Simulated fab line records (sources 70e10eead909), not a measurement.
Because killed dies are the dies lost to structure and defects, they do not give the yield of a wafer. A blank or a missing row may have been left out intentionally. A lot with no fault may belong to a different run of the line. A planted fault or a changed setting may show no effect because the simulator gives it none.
What tool caused it? :: flow nand harc :: 12 lots with 36 wafers sampled at 4 steps, on a route of 1302 steps

## WHAT THE GAUGES READ, wafer by wafer
No reading from a measuring or inspecting step in the record can be judged against a usual standard deviation.

## EACH LOT AND THE TOOL THAT RAN IT (in order: tool; ch and the chambers of the sampled wafers; start)
lot: L140
NHARC_A_WL_FILL_ETCHBACK_17: rie metal-03 ch 1, day 21 06:09
NHARC_A_CONTACT_ETCH_49: rie diel-08 ch 0,2,3, day 21 19:31
NHARC_A_CONTACT_ETCH_119: har cap etch-02 ch 0,1, day 21 22:58
NHARC_A_CONTACT_ETCH_121: har cap etch-02 ch 0,1, day 21 23:18

lot: L142
NHARC_A_WL_FILL_ETCHBACK_17: rie metal-03 ch 0, day 21 15:49
NHARC_A_CONTACT_ETCH_49: rie diel-08 ch 0,2,3, day 22 05:02
NHARC_A_CONTACT_ETCH_119: har cap etch-02 ch 0,1, day 22 08:13
NHARC_A_CONTACT_ETCH_121: har cap etch-02 ch 0,1, day 22 08:34

lot: L144
NHARC_A_WL_FILL_ETCHBACK_17: rie metal-01 ch 0,1, day 23 12:20
NHARC_A_CONTACT_ETCH_49: rie diel-02 ch 1,3, day 24 00:42
NHARC_A_CONTACT_ETCH_119: har cap etch-02 ch 0,1, day 24 03:46
NHARC_A_CONTACT_ETCH_121: har cap etch-02 ch 0,1, day 24 04:07

lot: L149
NHARC_A_WL_FILL_ETCHBACK_17: rie metal-02 ch 0,1, day 25 09:16
NHARC_A_CONTACT_ETCH_49: rie diel-08 ch 1,2,3, day 25 23:16
NHARC_A_CONTACT_ETCH_119: har cap etch-01 ch 0,1, day 26 02:14
NHARC_A_CONTACT_ETCH_121: har cap etch-01 ch 0,1, day 26 02:35

lot: L152
NHARC_A_WL_FILL_ETCHBACK_17: rie metal-02 ch 0,1, day 25 19:38
NHARC_A_CONTACT_ETCH_49: rie diel-08 ch 2,3, day 26 08:30
NHARC_A_CONTACT_ETCH_119: har cap etch-01 ch 0,1, day 26 11:34
NHARC_A_CONTACT_ETCH_121: har cap etch-01 ch 0,1, day 26 11:54

lot: L151
NHARC_A_WL_FILL_ETCHBACK_17: rie metal-01 ch 0,1, day 26 01:59
NHARC_A_CONTACT_ETCH_49: rie diel-02 ch 1,2,3, day 26 18:14
NHARC_A_CONTACT_ETCH_119: har cap etch-03 ch 0,1, day 26 21:19
NHARC_A_CONTACT_ETCH_121: har cap etch-03 ch 0,1, day 26 21:38

lot: L153
NHARC_A_WL_FILL_ETCHBACK_17: rie metal-03 ch 0,1, day 26 20:07
NHARC_A_CONTACT_ETCH_49: rie diel-08 ch 2,3, day 27 08:28
NHARC_A_CONTACT_ETCH_119: har cap etch-02 ch 0,1, day 27 11:32
NHARC_A_CONTACT_ETCH_121: har cap etch-02 ch 0,1, day 27 11:52

lot: L157
NHARC_A_WL_FILL_ETCHBACK_17: rie metal-03 ch 0, day 28 21:37
NHARC_A_CONTACT_ETCH_49: rie diel-13 ch 0,1,2, day 29 14:29
NHARC_A_CONTACT_ETCH_119: har cap etch-02 ch 0,1, day 29 17:29
NHARC_A_CONTACT_ETCH_121: har cap etch-02 ch 0,1, day 29 17:50

lot: L158
NHARC_A_WL_FILL_ETCHBACK_17: rie metal-02 ch 0, day 29 02:48
NHARC_A_CONTACT_ETCH_49: rie diel-02 ch 1,2,3, day 29 19:52
NHARC_A_CONTACT_ETCH_119: har cap etch-03 ch 0,1, day 29 23:20
NHARC_A_CONTACT_ETCH_121: har cap etch-03 ch 0,1, day 29 23:47

lot: L160
NHARC_A_WL_FILL_ETCHBACK_17: rie metal-02 ch 0,1, day 30 01:58
NHARC_A_CONTACT_ETCH_49: rie diel-02 ch 1,2,3, day 30 15:01
NHARC_A_CONTACT_ETCH_119: har cap etch-03 ch 0,1, day 30 18:04
NHARC_A_CONTACT_ETCH_121: har cap etch-03 ch 0,1, day 30 18:25

lot: L161
NHARC_A_WL_FILL_ETCHBACK_17: rie metal-01 ch 0,1, day 30 01:59
NHARC_A_CONTACT_ETCH_49: rie diel-08 ch 1,3, day 30 16:20
NHARC_A_CONTACT_ETCH_119: har cap etch-01 ch 0,1, day 30 19:20
NHARC_A_CONTACT_ETCH_121: har cap etch-01 ch 0,1, day 30 19:41

lot: L162
NHARC_A_WL_FILL_ETCHBACK_17: rie metal-01 ch 0,1, day 30 12:25
NHARC_A_CONTACT_ETCH_49: rie diel-08 ch 1,2,3, day 31 00:47
NHARC_A_CONTACT_ETCH_119: har cap etch-03 ch 0,1, day 31 03:48
NHARC_A_CONTACT_ETCH_121: har cap etch-03 ch 0,1, day 31 04:09
- NHARC_A_WL_FILL_ETCHBACK_17: etches the open film in Cl2/BCl3, target depth 4 nm, time 26.7 s.
- NHARC_A_CONTACT_ETCH_49: etches the open film in N2/H2, target depth 260 nm, time 475.3 s.
- NHARC_A_CONTACT_ETCH_119: etches the open film in C4F8/O2/Ar, time 190 s, target depth 1850 nm.
- NHARC_A_CONTACT_ETCH_121: etches the open film in C4F8/O2/Ar, time 190 s, target depth 1850 nm.

## AS READ BY THE TOOLS THEMSELVES (means over the sampled wafers that have a number; for cases with no such wafer, the mark the record gives instead)
NHARC_A_WL_FILL_ETCHBACK_17. Usual: drypump motor current A 5.67 A, standard deviation 0.21; oes product au 1.001 a.u., standard deviation 0.0095.
lot: L140
tool: rie metal-03
drypump motor current A (A): 5.74
oes product au (a.u.): 1.011
flag: 

lot: L142
tool: rie metal-03
drypump motor current A (A): 5.93
oes product au (a.u.): 1.008
flag: 

lot: L144
tool: rie metal-01
drypump motor current A (A): 5.59
oes product au (a.u.): 0.998
flag: 

lot: L149
tool: rie metal-02
drypump motor current A (A): 5.54
oes product au (a.u.): 1.008
flag: 

lot: L152
tool: rie metal-02
drypump motor current A (A): 5.72
oes product au (a.u.): 0.997
flag: 

lot: L151
tool: rie metal-01
drypump motor current A (A): 5.56
oes product au (a.u.): 1.004
flag: 

lot: L153
tool: rie metal-03
drypump motor current A (A): 5.80
oes product au (a.u.): 0.996
flag: 

lot: L157
tool: rie metal-03
drypump motor current A (A): 5.93
oes product au (a.u.): 1.004
flag: 

lot: L158
tool: rie metal-02
drypump motor current A (A): 5.34
oes product au (a.u.): 1.010
flag: 

lot: L160
tool: rie metal-02
drypump motor current A (A): 5.71
oes product au (a.u.): 0.999
flag: 

lot: L161
tool: rie metal-01
drypump motor current A (A): 5.57
oes product au (a.u.): 0.996
flag: 

lot: L162
tool: rie metal-01
drypump motor current A (A): 5.55
oes product au (a.u.): 1.003
flag: 

NHARC_A_CONTACT_ETCH_49. Usual: drypump motor current A 5.8 A, standard deviation 0.46; h2 flow sccm 150.0 sccm, standard deviation 0.46; oes product au 1.001 a.u., standard deviation 0.0096; rf fwd power W 399.4 W, standard deviation 1.2; rf vpp V 430.1 V, standard deviation 2.5; showerhead plenum p Torr 2.03 Torr, standard deviation 0.089; throttle valve pct 14.171 %, standard deviation 0.0093.
lot: L140
tool: rie diel-08
drypump motor current A (A): 6.0
h2 flow sccm (sccm): 149.9
oes product au (a.u.): 1.003
rf fwd power W (W): 399.8
rf vpp V (V): 429.3
showerhead plenum p Torr (Torr): 1.99
throttle valve pct (%): 14.174
flag: 

lot: L142
tool: rie diel-08
drypump motor current A (A): 6.0
h2 flow sccm (sccm): 149.6
oes product au (a.u.): 0.999
rf fwd power W (W): 399.0
rf vpp V (V): 429.2
showerhead plenum p Torr (Torr): 1.99
throttle valve pct (%): 14.171
flag: 

lot: L144
tool: rie diel-02
drypump motor current A (A): 5.8
h2 flow sccm (sccm): 150.4
oes product au (a.u.): 0.998
rf fwd power W (W): 400.7
rf vpp V (V): 433.8
showerhead plenum p Torr (Torr): 2.15
throttle valve pct (%): 14.166
flag: 

lot: L149
tool: rie diel-08
drypump motor current A (A): 5.9
h2 flow sccm (sccm): 150.1
oes product au (a.u.): 1.002
rf fwd power W (W): 400.3
rf vpp V (V): 429.9
showerhead plenum p Torr (Torr): 1.98
throttle valve pct (%): 14.167
flag: 

lot: L152
tool: rie diel-08
drypump motor current A (A): 6.0
h2 flow sccm (sccm): 75.3
oes product au (a.u.): 1.006
rf fwd power W (W): 399.0
rf vpp V (V): 428.1
showerhead plenum p Torr (Torr): 1.70
throttle valve pct (%): 13.091
flag: OFF

lot: L151
tool: rie diel-02
drypump motor current A (A): 5.5
h2 flow sccm (sccm): 150.2
oes product au (a.u.): 1.004
rf fwd power W (W): 398.8
rf vpp V (V): 431.9
showerhead plenum p Torr (Torr): 2.08
throttle valve pct (%): 14.169
flag: 

lot: L153
tool: rie diel-08
drypump motor current A (A): 5.8
h2 flow sccm (sccm): 75.0
oes product au (a.u.): 1.007
rf fwd power W (W): 400.7
rf vpp V (V): 430.2
showerhead plenum p Torr (Torr): 1.74
throttle valve pct (%): 13.091
flag: OFF

lot: L157
tool: rie diel-13
drypump motor current A (A): 5.8
h2 flow sccm (sccm): 149.8
oes product au (a.u.): 1.006
rf fwd power W (W): 399.1
rf vpp V (V): 428.1
showerhead plenum p Torr (Torr): 1.97
throttle valve pct (%): 14.180
flag: 

lot: L158
tool: rie diel-02
drypump motor current A (A): 5.5
h2 flow sccm (sccm): 150.2
oes product au (a.u.): 0.999
rf fwd power W (W): 398.9
rf vpp V (V): 431.0
showerhead plenum p Torr (Torr): 2.07
throttle valve pct (%): 14.174
flag: 

lot: L160
tool: rie diel-02
drypump motor current A (A): 5.5
h2 flow sccm (sccm): 149.6
oes product au (a.u.): 1.001
rf fwd power W (W): 398.5
rf vpp V (V): 431.8
showerhead plenum p Torr (Torr): 2.07
throttle valve pct (%): 14.180
flag: 

lot: L161
tool: rie diel-08
drypump motor current A (A): 5.8
h2 flow sccm (sccm): 150.5
oes product au (a.u.): 0.991
rf fwd power W (W): 398.7
rf vpp V (V): 430.1
showerhead plenum p Torr (Torr): 2.03
throttle valve pct (%): 14.170
flag: 

lot: L162
tool: rie diel-08
drypump motor current A (A): 6.0
h2 flow sccm (sccm): 150.4
oes product au (a.u.): 0.995
rf fwd power W (W): 398.7
rf vpp V (V): 429.1
showerhead plenum p Torr (Torr): 1.98
throttle valve pct (%): 14.166
flag: 

## THE ANSWER, worked out from the rows above alone
Rule: lot off if the mean of its wafers having a number is beyond 3 standard deviations from the usual mean. Also off: a lot with no number at a reading for which 4 or more lots have one. Any other lot the step has rows for is counted as sound. After the gauges, taken in route order, come the tools' own readings; for these a lot's mean is taken, as printed above. At the first step where some lot is off, the reading lying furthest off is the one used; lots without a number count as furthest.
Off at NHARC_A_CONTACT_ETCH_49 (h2 flow sccm): L152, L153.
If a tool, at that step or one of the process steps before it, ran each lot that is off and ran no sound lot following the first of them, it fits. None of those tried fits.

## WHAT WAS PUT IN BY THE SIMULATOR
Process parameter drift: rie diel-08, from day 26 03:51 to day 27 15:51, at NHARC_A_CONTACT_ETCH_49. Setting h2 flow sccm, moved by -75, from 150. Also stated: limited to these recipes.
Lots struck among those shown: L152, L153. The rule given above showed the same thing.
